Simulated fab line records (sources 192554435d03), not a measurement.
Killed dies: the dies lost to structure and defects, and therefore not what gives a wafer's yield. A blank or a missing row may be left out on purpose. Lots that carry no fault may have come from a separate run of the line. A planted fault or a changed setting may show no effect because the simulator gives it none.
Chamber matching :: flow n5 finfet :: N5_BEOL_M14_TRENCH_ETCH_34 on rie diel-01 has 4 sister chambers
The step etches SiO2 in C4F8/O2/Ar, target depth 556.65 nm, time 126.9 s. 8 wafers are shown with their chamber, then 10 later ones without.

WAFERS, EACH WITH ITS CHAMBER
wafer: L082.3
chamber: 3
rf vpp V (V): 2200
showerhead plenum p Torr (Torr): 3.12

wafer: L084.4
chamber: 2
rf vpp V (V): 2262
showerhead plenum p Torr (Torr): 3.51

wafer: L087.2
chamber: 3
rf vpp V (V): 2199
showerhead plenum p Torr (Torr): 3.12

wafer: L089.2
chamber: 2
rf vpp V (V): 2265
showerhead plenum p Torr (Torr): 3.51

wafer: L089.3
chamber: 0
rf vpp V (V): 2157
showerhead plenum p Torr (Torr): 3.27

wafer: L089.5
chamber: 1
rf vpp V (V): 2172
showerhead plenum p Torr (Torr): 3.33

wafer: L088.2
chamber: 1
rf vpp V (V): 2171
showerhead plenum p Torr (Torr): 3.32

wafer: L088.3
chamber: 0
rf vpp V (V): 2154
showerhead plenum p Torr (Torr): 3.26

WAFERS MISSING THEIR CHAMBER
wafer: L088.6
rf vpp V (V): 2263
showerhead plenum p Torr (Torr): 3.50

wafer: L092.1
rf vpp V (V): 2171
showerhead plenum p Torr (Torr): 3.32

wafer: L092.2
rf vpp V (V): 2199
showerhead plenum p Torr (Torr): 3.11

wafer: L092.4
rf vpp V (V): 2154
showerhead plenum p Torr (Torr): 3.26

wafer: L096.2
rf vpp V (V): 2263
showerhead plenum p Torr (Torr): 3.50

wafer: L096.5
rf vpp V (V): 2263
showerhead plenum p Torr (Torr): 3.50

wafer: L096.6
rf vpp V (V): 2154
showerhead plenum p Torr (Torr): 3.26

wafer: L094.1
rf vpp V (V): 2154
showerhead plenum p Torr (Torr): 3.26

wafer: L094.3
rf vpp V (V): 2264
showerhead plenum p Torr (Torr): 3.50

wafer: L094.4
rf vpp V (V): 2262
showerhead plenum p Torr (Torr): 3.50

WHICH CHAMBER EACH ONE RAN IN
wafer: L088.6
from the rows above: 2
in truth: 2

wafer: L092.1
from the rows above: 1
in truth: 1

wafer: L092.2
from the rows above: 3
in truth: 3

wafer: L092.4
from the rows above: 0
in truth: 0

wafer: L096.2
from the rows above: 2
in truth: 2

wafer: L096.5
from the rows above: 2
in truth: 2

wafer: L096.6
from the rows above: 0
in truth: 0

wafer: L094.1
from the rows above: 0
in truth: 0

wafer: L094.3
from the rows above: 2
in truth: 2

wafer: L094.4
from the rows above: 2
in truth: 2
10 of 10 placed correctly. Not placeable from these rows: 0. Placed wrongly: 0.
How it was worked out, from the rows above alone: a wafer's distance from a chamber is the root of the sum, over the readings, of the square of ((its reading less the chamber's mean) divided by the reading's scatter). If the next closest chamber is less than 2 further off than the closest, the wafer can't be placed; otherwise it belongs to the closest. The mean given for a chamber averages the wafers shown for that chamber. The scatter: take each reading less its chamber's mean, square it, sum over the shown wafers, divide by the number of wafers less the number of chambers, and take the root.
